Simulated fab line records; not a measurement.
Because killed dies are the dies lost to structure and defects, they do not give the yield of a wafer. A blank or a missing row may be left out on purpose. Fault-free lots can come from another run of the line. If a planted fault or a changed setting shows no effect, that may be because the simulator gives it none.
Problem report in the 8D (eight disciplines) form, filled by code | flow n5Finfet | the parts of the form that need people (team, actions taken, sign-off) are left out

## 1. PROBLEM STATEMENT
Mean of spinSpeedRpm at N5_BEOL_M7_COAT_05: 1404.7 rpm across 6 wafers in 2 lots; on wafers with no fault it is 1500.1 rpm (standard deviation 0.86). That is -99 or more standard deviations from the usual mean.
The step: resist thk 90 nm.
The first sign was on wafer L194.2 at day 12 15:08, on lithoTrack-02. Wafers with a number at this step in the record: 36, from 12 lots. Rule for "out", or "out of limits": more than 4 standard deviations from the usual mean. The rest of the wafers with a number are treated as sound.

## 2. WHAT IT IS, WHAT IT ISN'T
question                    | is                     | is not
which readings at this step | spinSpeedRpm           | dispensePressureKPa
which lots                  | L194, L195             | L181, L183, L184, L185, L186, L196, L198, L199, L202, L203
which wafers of those lots  | all that have a number | -
read on which tools         | lithoTrack-02          | lithoTrack-01, lithoTrack-05
when                        | from day 12 15:08      | up to then (15 sound wafers); but 15 sound wafers of L196, L198, L199, L202, L203 came after

## 3. SUSPECTS, AND WHAT RULES EACH OUT
Counting: a tool at any process step up to the reading remains a suspect when it ran all the lots that are out and ran no sound lot after the first of those.
- lithoTrack-02 at N5_BEOL_M7_COAT_05 (resist thk 90 nm): kept. All lots that are out passed through it, beginning with L194 at day 12 15:08, and no sound lot followed; its final sound lot before that point was L185 at day 9 19:55. Its own readings are out on those wafers: spinSpeedRpm.
Remaining after the count: lithoTrack-02 at N5_BEOL_M7_COAT_05.

## 4. THE CAUSE (what the simulator had put in)
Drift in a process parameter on lithoTrack-02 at N5_BEOL_M7_COAT_05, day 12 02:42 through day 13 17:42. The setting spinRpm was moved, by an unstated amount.
The count eliminated every tool but this one.

## 5. THE EFFECT CHAIN, in route order
Each row: a reading whose mean over the struck wafers that have a number lies more than 3 standard deviations from the usual. Only readings for which the record gives a usual standard deviation are gone through. hours: the time from each lot's start at the first step in this table that gives one to its start at this step, as a median over the lots. sigmas: the change in usual standard deviations.
hours | step               | reading      | usual      | on struck wafers | change | sigmas
0     | N5_BEOL_M7_COAT_05 | spinSpeedRpm | 1500.1 rpm | 1404.7           | -95.4  | -99 or more
It contains these process steps:
- N5_BEOL_M7_COAT_05: resist thk 90 nm.
At these later measuring or inspecting steps, every struck wafer for which the step has a row has a number for every such reading, and none has moved that far: N5_BEOL_M7_CD_MEAS_11.

## 6. HOW IT WOULD HAVE BEEN CAUGHT EARLIER
In this record the first reading out of limits was taken at day 12 15:08, 12 hours after the fault began at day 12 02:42.
